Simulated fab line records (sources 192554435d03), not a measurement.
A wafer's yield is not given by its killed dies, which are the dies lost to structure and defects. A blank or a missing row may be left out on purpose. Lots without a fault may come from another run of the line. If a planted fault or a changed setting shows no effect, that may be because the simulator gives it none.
Which of the tools did it? || flow n5Finfet || 27 wafers from 9 lots sampled at 6 of the route's 1938 steps

## WHAT THE GAUGES READ, wafer by wafer
N5_BEOL_M4_INSPECT_30: inspects for defects (brightfield). Usual: rawDefectCount 406, standard deviation 94.
{"lot": "L848", "measured": "day 7 08:56", "on": "defectInspect-01", "rawDefectCount": "466 384 429", "flag": ""}
{"lot": "L853", "measured": "day 8 09:08", "on": "defectInspect-02", "rawDefectCount": "461 531 309", "flag": ""}
{"lot": "L855", "measured": "day 8 19:53", "on": "defectInspect-02", "rawDefectCount": "412 298 363", "flag": ""}
{"lot": "L854", "measured": "day 9 01:16", "on": "defectInspect-01", "rawDefectCount": "224 266 316", "flag": ""}
{"lot": "L863", "measured": "day 11 08:58", "on": "defectInspect-02", "rawDefectCount": "379 572 432", "flag": ""}
{"lot": "L864", "measured": "day 11 11:49", "on": "defectInspect-02", "rawDefectCount": "483 586 542", "flag": ""}
{"lot": "L865", "measured": "day 11 16:55", "on": "defectInspect-01", "rawDefectCount": "361 417 363", "flag": ""}
{"lot": "L866", "measured": "day 11 21:13", "on": "defectInspect-02", "rawDefectCount": "529 422 518", "flag": ""}
{"lot": "L868", "measured": "day 12 16:26", "on": "defectInspect-02", "rawDefectCount": "359 392 415", "flag": ""}

N5_BEOL_M4_OCD_MEAS_38. Usual: trenchDepthNm 55.3 nm, standard deviation 0.9.
{"lot": "L848", "measured": "day 7 11:32", "on": "ocd-02", "trenchDepthNm (nm)": "55.2 55.6 55.9", "flag": ""}
{"lot": "L853", "measured": "day 8 10:29", "on": "ocd-02", "trenchDepthNm (nm)": "0.1 0.2 0", "flag": "OFF"}
{"lot": "L855", "measured": "day 9 02:00", "on": "ocd-01", "trenchDepthNm (nm)": "0 0.1 0", "flag": "OFF"}
{"lot": "L854", "measured": "day 9 06:28", "on": "ocd-01", "trenchDepthNm (nm)": "0.1 0 0", "flag": "OFF"}
{"lot": "L863", "measured": "day 11 12:40", "on": "ocd-02", "trenchDepthNm (nm)": "54.6 55.9 56.2", "flag": ""}
{"lot": "L864", "measured": "day 11 14:03", "on": "ocd-02", "trenchDepthNm (nm)": "55.6 54.4 55.6", "flag": ""}
{"lot": "L865", "measured": "day 11 19:23", "on": "ocd-02", "trenchDepthNm (nm)": "54.9 56.5 56.3", "flag": ""}
{"lot": "L866", "measured": "day 12 01:55", "on": "ocd-01", "trenchDepthNm (nm)": "54.2 56.1 56.4", "flag": ""}
{"lot": "L868", "measured": "day 12 20:05", "on": "ocd-01", "trenchDepthNm (nm)": "56.1 54.2 55.1", "flag": ""}

N5_BEOL_M4_RC_MEAS_101. Usual: DIBL_N 36.3 mV/V, standard deviation 1.7; DIBL_P 36.5 mV/V, standard deviation 1.8; IOFF_N 0.16 nA/um, standard deviation 0.033; IOFF_P 0.21 nA/um, standard deviation 0.037; ION_N 675 uA/um, standard deviation 11; ION_P 462 uA/um, standard deviation 7.9; SS_N 71.6 mV/dec, standard deviation 0.64; SS_P 73.3 mV/dec, standard deviation 0.68; VT_N 249 mV, standard deviation 3.3; VT_P -250 mV, standard deviation 3.3.
{"lot": "L848", "measured": "day 7 15:28", "on": "prober-01", "DIBL_N (mV/V)": "35.4 35.3 34.9", "DIBL_P (mV/V)": "36.0 36.6 36.1", "IOFF_N (nA/um)": "0.14 0.15 0.15", "IOFF_P (nA/um)": "0.19 0.20 0.19", "ION_N (uA/um)": "666 684 678", "ION_P (uA/um)": "457 469 466", "SS_N (mV/dec)": "71.4 71.6 71.6", "SS_P (mV/dec)": "73.2 73.9 73.7", "VT_N (mV)": "253 249 253", "VT_P (mV)": "-255 -252 -252", "flag": ""}
{"lot": "L863", "measured": "day 11 16:40", "on": "prober-02", "DIBL_N (mV/V)": "37.0 38.1 39.1", "DIBL_P (mV/V)": "36.3 37.1 38.9", "IOFF_N (nA/um)": "0.17 0.19 0.21", "IOFF_P (nA/um)": "0.24 0.24 0.27", "ION_N (uA/um)": "677 675 686", "ION_P (uA/um)": "463 462 465", "SS_N (mV/dec)": "71.6 72.2 72.7", "SS_P (mV/dec)": "73.4 73.7 73.8", "VT_N (mV)": "249 248 248", "VT_P (mV)": "-248 -246 -248", "flag": ""}
{"lot": "L864", "measured": "day 11 18:43", "on": "prober-02", "DIBL_N (mV/V)": "38.3 37.4 39.3", "DIBL_P (mV/V)": "38.1 36.6 38.4", "IOFF_N (nA/um)": "0.17 0.15 0.17", "IOFF_P (nA/um)": "0.20 0.19 0.20", "ION_N (uA/um)": "681 660 661", "ION_P (uA/um)": "455 457 450", "SS_N (mV/dec)": "72.2 72.0 73.0", "SS_P (mV/dec)": "74.4 73.6 73.8", "VT_N (mV)": "250 252 251", "VT_P (mV)": "-254 -255 -253", "flag": ""}
{"lot": "L865", "measured": "day 12 00:10", "on": "prober-02", "DIBL_N (mV/V)": "37.3 35.6 35.4", "DIBL_P (mV/V)": "35.4 34.2 34.3", "IOFF_N (nA/um)": "0.16 0.15 0.14", "IOFF_P (nA/um)": "0.22 0.22 0.21", "ION_N (uA/um)": "675 703 677", "ION_P (uA/um)": "466 481 469", "SS_N (mV/dec)": "71.4 71.4 71.2", "SS_P (mV/dec)": "72.8 72.5 72.8", "VT_N (mV)": "247 246 249", "VT_P (mV)": "-246 -244 -245", "flag": ""}
{"lot": "L866", "measured": "day 12 06:17", "on": "prober-02", "DIBL_N (mV/V)": "37.0 38.2 37.9", "DIBL_P (mV/V)": "38.3 39.1 38.9", "IOFF_N (nA/um)": "0.22 0.23 0.24", "IOFF_P (nA/um)": "0.22 0.23 0.23", "ION_N (uA/um)": "705 686 683", "ION_P (uA/um)": "462 456 458", "SS_N (mV/dec)": "72.0 72.5 72.2", "SS_P (mV/dec)": "73.2 73.7 73.6", "VT_N (mV)": "243 244 240", "VT_P (mV)": "-251 -248 -250", "flag": ""}
{"lot": "L868", "measured": "day 13 00:05", "on": "prober-02", "DIBL_N (mV/V)": "33.4 35.3 34.3", "DIBL_P (mV/V)": "33.1 34.8 33.9", "IOFF_N (nA/um)": "0.13 0.16 0.14", "IOFF_P (nA/um)": "0.17 0.19 0.18", "ION_N (uA/um)": "682 677 672", "ION_P (uA/um)": "465 462 459", "SS_N (mV/dec)": "71.4 71.3 71.9", "SS_P (mV/dec)": "72.7 73.6 73.2", "VT_N (mV)": "251 247 250", "VT_P (mV)": "-254 -251 -252", "flag": ""}

## WHICH TOOL RAN EACH LOT (tool, then ch and the chambers of the sampled wafers, then the start)
{"lot": "L848", "N5_BEOL_M4_STRIP_36": "rieDiel-03 ch 0,1,3, day 7 11:20", "N5_BEOL_M4_TRENCH_ETCH_37": "rieDiel-03 ch 0,1,3, day 7 11:23", "N5_BEOL_M4_STRIP_97": "rieDiel-03 ch 0,1,3, day 7 11:32 or earlier"}
{"lot": "L853", "N5_BEOL_M4_STRIP_36": "rieDiel-06 ch 0,3, day 8 10:17", "N5_BEOL_M4_TRENCH_ETCH_37": "rieDiel-06 ch 0,3, day 8 10:20", "N5_BEOL_M4_STRIP_97": "rieDiel-06 ch 0,3, day 8 10:29 or earlier"}
{"lot": "L855", "N5_BEOL_M4_STRIP_36": "rieDiel-03 ch 1,2,3, day 9 01:49", "N5_BEOL_M4_TRENCH_ETCH_37": "rieDiel-03 ch 1,2,3, day 9 01:51", "N5_BEOL_M4_STRIP_97": "rieDiel-03 ch 1,2,3, day 9 02:00 or earlier"}
{"lot": "L854", "N5_BEOL_M4_STRIP_36": "rieDiel-01 ch 0,1,2, day 9 06:16", "N5_BEOL_M4_TRENCH_ETCH_37": "rieDiel-01 ch 0,1,2, day 9 06:19", "N5_BEOL_M4_STRIP_97": "rieDiel-01 ch 0,1,2, day 9 06:28 or earlier"}
{"lot": "L863", "N5_BEOL_M4_STRIP_36": "rieDiel-03 ch 0,1, day 11 12:28", "N5_BEOL_M4_TRENCH_ETCH_37": "rieDiel-03 ch 0,1, day 11 12:31", "N5_BEOL_M4_STRIP_97": "rieDiel-03 ch 0,1, day 11 12:40 or earlier"}
{"lot": "L864", "N5_BEOL_M4_STRIP_36": "rieDiel-06 ch 0,1,3, day 11 13:52", "N5_BEOL_M4_TRENCH_ETCH_37": "rieDiel-06 ch 0,1,3, day 11 13:54", "N5_BEOL_M4_STRIP_97": "rieDiel-06 ch 0,1,3, day 11 14:03 or earlier"}
{"lot": "L865", "N5_BEOL_M4_STRIP_36": "rieDiel-03 ch 0,1, day 11 19:11", "N5_BEOL_M4_TRENCH_ETCH_37": "rieDiel-03 ch 0,1, day 11 19:14", "N5_BEOL_M4_STRIP_97": "rieDiel-03 ch 0,1, day 11 19:23 or earlier"}
{"lot": "L866", "N5_BEOL_M4_STRIP_36": "rieDiel-06 ch 2,3, day 12 01:44", "N5_BEOL_M4_TRENCH_ETCH_37": "rieDiel-06 ch 2,3, day 12 01:46", "N5_BEOL_M4_STRIP_97": "rieDiel-06 ch 2,3, day 12 01:55 or earlier"}
{"lot": "L868", "N5_BEOL_M4_STRIP_36": "rieDiel-03 ch 1,2,3, day 12 19:53", "N5_BEOL_M4_TRENCH_ETCH_37": "rieDiel-03 ch 1,2,3, day 12 19:55", "N5_BEOL_M4_STRIP_97": "rieDiel-03 ch 1,2,3, day 12 20:05 or earlier"}
- N5_BEOL_M4_STRIP_36: strips in N2/H2.
- N5_BEOL_M4_TRENCH_ETCH_37: etches SiOC in C4F6/O2, target depth 55.555 nm, time 29.2 s.
- N5_BEOL_M4_STRIP_97: strips in N2/H2, time 10 s.

## WHAT THE TOOLS THEMSELVES READ (means of the sampled wafers that have a number; where no wafer has one, the mark that the record gives instead)
N5_BEOL_M4_STRIP_36. Usual: drypumpMotorCurrentA 5.5 A, standard deviation 0.49; oesProductAu 0.78 a.u., standard deviation 0.076; rfVppV 59.2 V, standard deviation 1.4; showerheadPlenumPTorr 2.52 Torr, standard deviation 0.089; throttleValvePct 23.71 %, standard deviation 0.29.
{"lot": "L848", "tool": "rieDiel-03", "drypumpMotorCurrentA (A)": 5.6, "oesProductAu (a.u.)": 0.83, "rfVppV (V)": 60.6, "showerheadPlenumPTorr (Torr)": 2.55, "throttleValvePct (%)": 23.54, "flag": ""}
{"lot": "L853", "tool": "rieDiel-06", "drypumpMotorCurrentA (A)": 5.0, "oesProductAu (a.u.)": 0.75, "rfVppV (V)": 59.9, "showerheadPlenumPTorr (Torr)": 2.58, "throttleValvePct (%)": 24.04, "flag": ""}
{"lot": "L855", "tool": "rieDiel-03", "drypumpMotorCurrentA (A)": 5.5, "oesProductAu (a.u.)": 0.82, "rfVppV (V)": 60.2, "showerheadPlenumPTorr (Torr)": 2.48, "throttleValvePct (%)": 23.52, "flag": ""}
{"lot": "L854", "tool": "rieDiel-01", "drypumpMotorCurrentA (A)": 5.5, "oesProductAu (a.u.)": 0.81, "rfVppV (V)": 59.0, "showerheadPlenumPTorr (Torr)": 2.55, "throttleValvePct (%)": 23.77, "flag": ""}
{"lot": "L863", "tool": "rieDiel-03", "drypumpMotorCurrentA (A)": 5.8, "oesProductAu (a.u.)": 0.71, "rfVppV (V)": 59.6, "showerheadPlenumPTorr (Torr)": 2.55, "throttleValvePct (%)": 23.72, "flag": ""}
{"lot": "L864", "tool": "rieDiel-06", "drypumpMotorCurrentA (A)": 5.1, "oesProductAu (a.u.)": 0.75, "rfVppV (V)": 58.5, "showerheadPlenumPTorr (Torr)": 2.54, "throttleValvePct (%)": 23.84, "flag": ""}
{"lot": "L865", "tool": "rieDiel-03", "drypumpMotorCurrentA (A)": 5.8, "oesProductAu (a.u.)": 0.71, "rfVppV (V)": 58.8, "showerheadPlenumPTorr (Torr)": 2.55, "throttleValvePct (%)": 23.74, "flag": ""}
{"lot": "L866", "tool": "rieDiel-06", "drypumpMotorCurrentA (A)": 5.1, "oesProductAu (a.u.)": 0.78, "rfVppV (V)": 57.2, "showerheadPlenumPTorr (Torr)": 2.45, "throttleValvePct (%)": 23.91, "flag": ""}
{"lot": "L868", "tool": "rieDiel-03", "drypumpMotorCurrentA (A)": 5.5, "oesProductAu (a.u.)": 0.77, "rfVppV (V)": 59.2, "showerheadPlenumPTorr (Torr)": 2.46, "throttleValvePct (%)": 23.54, "flag": ""}

N5_BEOL_M4_TRENCH_ETCH_37. Usual: C4F6_flow_sccm 10.00 sccm, standard deviation 0.032; O2_flow_sccm 10.00 sccm, standard deviation 0.03; drypumpMotorCurrentA 5.5 A, standard deviation 0.49; oesProductAu 0.78 a.u., standard deviation 0.074; rfFwdPowerW 349.4 W, standard deviation 1.9; rfVppV 667 V, standard deviation 8; showerheadPlenumPTorr 2.83 Torr, standard deviation 0.093; throttleValvePct 20.87 %, standard deviation 0.24.
{"lot": "L848", "tool": "rieDiel-03", "C4F6_flow_sccm (sccm)": 9.99, "O2_flow_sccm (sccm)": 10.00, "drypumpMotorCurrentA (A)": 5.6, "oesProductAu (a.u.)": 0.82, "rfFwdPowerW (W)": 349.5, "rfVppV (V)": 668, "showerheadPlenumPTorr (Torr)": 2.87, "throttleValvePct (%)": 20.80, "flag": ""}
{"lot": "L853", "tool": "rieDiel-06", "C4F6_flow_sccm (sccm)": "-", "O2_flow_sccm (sccm)": "-", "drypumpMotorCurrentA (A)": "-", "oesProductAu (a.u.)": "-", "rfFwdPowerW (W)": "-", "rfVppV (V)": "-", "showerheadPlenumPTorr (Torr)": "-", "throttleValvePct (%)": "-", "flag": "OFF"}
{"lot": "L855", "tool": "rieDiel-03", "C4F6_flow_sccm (sccm)": "-", "O2_flow_sccm (sccm)": "-", "drypumpMotorCurrentA (A)": "-", "oesProductAu (a.u.)": "-", "rfFwdPowerW (W)": "-", "rfVppV (V)": "-", "showerheadPlenumPTorr (Torr)": "-", "throttleValvePct (%)": "-", "flag": "OFF"}
{"lot": "L854", "tool": "rieDiel-01", "C4F6_flow_sccm (sccm)": "-", "O2_flow_sccm (sccm)": "-", "drypumpMotorCurrentA (A)": "-", "oesProductAu (a.u.)": "-", "rfFwdPowerW (W)": "-", "rfVppV (V)": "-", "showerheadPlenumPTorr (Torr)": "-", "throttleValvePct (%)": "-", "flag": "OFF"}
{"lot": "L863", "tool": "rieDiel-03", "C4F6_flow_sccm (sccm)": 10.03, "O2_flow_sccm (sccm)": 10.00, "drypumpMotorCurrentA (A)": 5.8, "oesProductAu (a.u.)": 0.71, "rfFwdPowerW (W)": 351.7, "rfVppV (V)": 666, "showerheadPlenumPTorr (Torr)": 2.86, "throttleValvePct (%)": 20.91, "flag": ""}
{"lot": "L864", "tool": "rieDiel-06", "C4F6_flow_sccm (sccm)": 9.98, "O2_flow_sccm (sccm)": 10.02, "drypumpMotorCurrentA (A)": 5.1, "oesProductAu (a.u.)": 0.75, "rfFwdPowerW (W)": 349.8, "rfVppV (V)": 668, "showerheadPlenumPTorr (Torr)": 2.84, "throttleValvePct (%)": 20.86, "flag": ""}
{"lot": "L865", "tool": "rieDiel-03", "C4F6_flow_sccm (sccm)": 10.00, "O2_flow_sccm (sccm)": 9.96, "drypumpMotorCurrentA (A)": 5.8, "oesProductAu (a.u.)": 0.72, "rfFwdPowerW (W)": 351.8, "rfVppV (V)": 666, "showerheadPlenumPTorr (Torr)": 2.86, "throttleValvePct (%)": 20.91, "flag": ""}
{"lot": "L866", "tool": "rieDiel-06", "C4F6_flow_sccm (sccm)": 9.98, "O2_flow_sccm (sccm)": 10.02, "drypumpMotorCurrentA (A)": 5.1, "oesProductAu (a.u.)": 0.77, "rfFwdPowerW (W)": 349.0, "rfVppV (V)": 673, "showerheadPlenumPTorr (Torr)": 2.73, "throttleValvePct (%)": 20.80, "flag": ""}
{"lot": "L868", "tool": "rieDiel-03", "C4F6_flow_sccm (sccm)": 9.98, "O2_flow_sccm (sccm)": 9.99, "drypumpMotorCurrentA (A)": 5.5, "oesProductAu (a.u.)": 0.77, "rfFwdPowerW (W)": 348.2, "rfVppV (V)": 667, "showerheadPlenumPTorr (Torr)": 2.78, "throttleValvePct (%)": 20.87, "flag": ""}

N5_BEOL_M4_STRIP_97. Usual: drypumpMotorCurrentA 5.5 A, standard deviation 0.49; oesProductAu 0.79 a.u., standard deviation 0.077; rfVppV 59.0 V, standard deviation 0.79; showerheadPlenumPTorr 2.52 Torr, standard deviation 0.089; throttleValvePct 23.71 %, standard deviation 0.29.
{"lot": "L848", "tool": "rieDiel-03", "drypumpMotorCurrentA (A)": 5.6, "oesProductAu (a.u.)": 0.83, "rfVppV (V)": 58.9, "showerheadPlenumPTorr (Torr)": 2.55, "throttleValvePct (%)": 23.54, "flag": ""}
{"lot": "L853", "tool": "rieDiel-06", "drypumpMotorCurrentA (A)": 5.0, "oesProductAu (a.u.)": 0.76, "rfVppV (V)": 59.6, "showerheadPlenumPTorr (Torr)": 2.58, "throttleValvePct (%)": 24.04, "flag": ""}
{"lot": "L855", "tool": "rieDiel-03", "drypumpMotorCurrentA (A)": 5.5, "oesProductAu (a.u.)": 0.82, "rfVppV (V)": 58.8, "showerheadPlenumPTorr (Torr)": 2.48, "throttleValvePct (%)": 23.49, "flag": ""}
{"lot": "L854", "tool": "rieDiel-01", "drypumpMotorCurrentA (A)": 5.5, "oesProductAu (a.u.)": 0.81, "rfVppV (V)": 59.2, "showerheadPlenumPTorr (Torr)": 2.55, "throttleValvePct (%)": 23.77, "flag": ""}
{"lot": "L863", "tool": "rieDiel-03", "drypumpMotorCurrentA (A)": 5.8, "oesProductAu (a.u.)": 0.71, "rfVppV (V)": 58.6, "showerheadPlenumPTorr (Torr)": 2.55, "throttleValvePct (%)": 23.74, "flag": ""}
{"lot": "L864", "tool": "rieDiel-06", "drypumpMotorCurrentA (A)": 5.1, "oesProductAu (a.u.)": 0.76, "rfVppV (V)": 58.3, "showerheadPlenumPTorr (Torr)": 2.54, "throttleValvePct (%)": 23.86, "flag": ""}
{"lot": "L865", "tool": "rieDiel-03", "drypumpMotorCurrentA (A)": 5.8, "oesProductAu (a.u.)": 0.72, "rfVppV (V)": 58.9, "showerheadPlenumPTorr (Torr)": 2.55, "throttleValvePct (%)": 23.75, "flag": ""}
{"lot": "L866", "tool": "rieDiel-06", "drypumpMotorCurrentA (A)": 5.1, "oesProductAu (a.u.)": 0.77, "rfVppV (V)": 58.8, "showerheadPlenumPTorr (Torr)": 2.45, "throttleValvePct (%)": 23.91, "flag": ""}
{"lot": "L868", "tool": "rieDiel-03", "drypumpMotorCurrentA (A)": 5.5, "oesProductAu (a.u.)": 0.78, "rfVppV (V)": 58.8, "showerheadPlenumPTorr (Torr)": 2.47, "throttleValvePct (%)": 23.53, "flag": ""}

## THE ANSWER, worked out from the rows above alone
Rule: a lot counts as off when the mean over its wafers that have a number is more than 3 standard deviations away from the usual mean. Also off: a lot with no number at a reading for which 4 or more lots have one. All remaining lots with rows at the step are treated as sound. First the gauges in route order, then the tools' own readings, where a lot's mean is used as printed above. The first step at which some lot is off is used, and at that step the reading that is off furthest; a lot without a number counts as furthest.
Off at N5_BEOL_M4_OCD_MEAS_38 (trenchDepthNm): L853, L855, L854.
If a tool, at a process step before that reading, ran all the lots that are off and no sound lot after the first of them, it fits. Not tried: the gauges at N5_BEOL_M4_OCD_MEAS_38; whatever is off there is also off at N5_BEOL_M4_TRENCH_ETCH_37, on other tools, and gauge error can't account for it. N5_BEOL_M4_STRIP_97 gives no start for some lots, so the hours and the order of its lots are those of N5_BEOL_M4_OCD_MEAS_38. No candidate that was tried fits.

## WHAT THE SIMULATOR HAD PUT IN
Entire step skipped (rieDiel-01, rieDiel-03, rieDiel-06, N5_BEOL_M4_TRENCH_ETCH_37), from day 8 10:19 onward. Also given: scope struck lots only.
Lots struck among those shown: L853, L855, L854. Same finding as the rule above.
